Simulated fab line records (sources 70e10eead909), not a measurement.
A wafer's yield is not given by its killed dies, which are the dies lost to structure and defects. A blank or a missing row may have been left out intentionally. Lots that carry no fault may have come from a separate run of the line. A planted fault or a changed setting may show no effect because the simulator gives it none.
8D (eight disciplines) problem report, filled in by code    flow nandHarc    the parts of the form that need people (team, actions taken, sign-off) are left out

== 1. WHAT IS WRONG ==
At NHARC_P_STI_INSPECT_25, rawDefectCount averages 1211 over 6 wafers from 2 lots, while fault-free wafers read 226, standard deviation 110. Relative to the usual mean, that is a shift of +9.0 standard deviations.
Seen first at day 6 23:33 on defectInspect-02, wafer L221.2. The record holds 36 wafers of 12 lots with a number at this step. Rule for "out", or "out of limits": more than 4 standard deviations from the usual mean. The rest of the wafers with a number are treated as sound.

== 2. WHAT IT IS AND WHAT IT IS NOT ==
question                     is                                  is not
which readings at this step  rawDefectCount                      -
which lots                   L221, L225                          L208, L209, L210, L211, L212, L216, L217, L219, L228, L230
which wafers of those lots   all that have a number              -
read on which gauges         defectInspect-01, defectInspect-02  -
when                         from day 6 23:33                    up to then (24 sound wafers); but 6 sound wafers of L228, L230 came after

== 3. SUSPECTS, AND WHAT RULES EACH OUT ==
Counting: a tool at a process step up to the reading stays a suspect if it ran every lot that is out and no sound lot after the first of them.
- the gauge at NHARC_P_STI_INSPECT_25: ruled out. 2 gauges (defectInspect-01, defectInspect-02) read the wafers that are out.
- rieDiel-04 at NHARC_P_ZERO_WELL_DESCUM_39 (chemistry O2, time 3 s): kept. It processed each lot that is out, first L221 at day 5 04:15, and no sound lot thereafter; up to then, the last sound lot it processed was L219 at day 4 16:25.
- wetBench-05 at NHARC_P_STI_PRECLEAN_38 (cleans in SC1): kept. It processed each lot that is out, first L221 at day 6 15:35, and no sound lot thereafter; up to then, the last sound lot it processed was L217 at day 5 23:08.
What counting leaves: rieDiel-04 at NHARC_P_ZERO_WELL_DESCUM_39 and wetBench-05 at NHARC_P_STI_PRECLEAN_38.

== 4. THE CAUSE (what the simulator had put in) ==
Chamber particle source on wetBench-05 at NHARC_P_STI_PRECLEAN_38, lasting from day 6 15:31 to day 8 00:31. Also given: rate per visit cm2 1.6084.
Of the 2 suspects that counting leaves, this tool is one.

== 5. SEQUENCE OF EFFECTS, ordered by route ==
Each row: a reading where the mean over the struck wafers with a number is more than 3 standard deviations away from the usual. Only readings for which the record gives a usual standard deviation are gone through. hours: the time from each lot's start at the first step in this table that gives one to its start at this step, as a median over the lots. sigmas: the change in usual standard deviations.
hours  step                     reading            usual  on struck wafers  change   sigmas
0      NHARC_P_STI_INSPECT_25   rawDefectCount     226    1211              +985     +9.0
23     NHARC_P_GATE_INSPECT_28  rawDefectCount     6.4    1039.7            +1033.3  +99 or more
372    NHARC_END_SORT_01        killedAtPeriphery  3.0    65.0              +62.0    +26
372    NHARC_END_SORT_01        killedDies         31     94                +63      +5.3

== 6. HOW IT WOULD HAVE BEEN CAUGHT EARLIER ==
In this record the first reading out of limits at a measuring or inspecting step was taken at day 6 23:33, 8 hours after the fault began at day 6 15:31.
Lots out: 2; of these, L225 started NHARC_P_STI_PRECLEAN_38 on wetBench-05 after day 6 23:33. Putting the tool on hold at that point would have spared it.
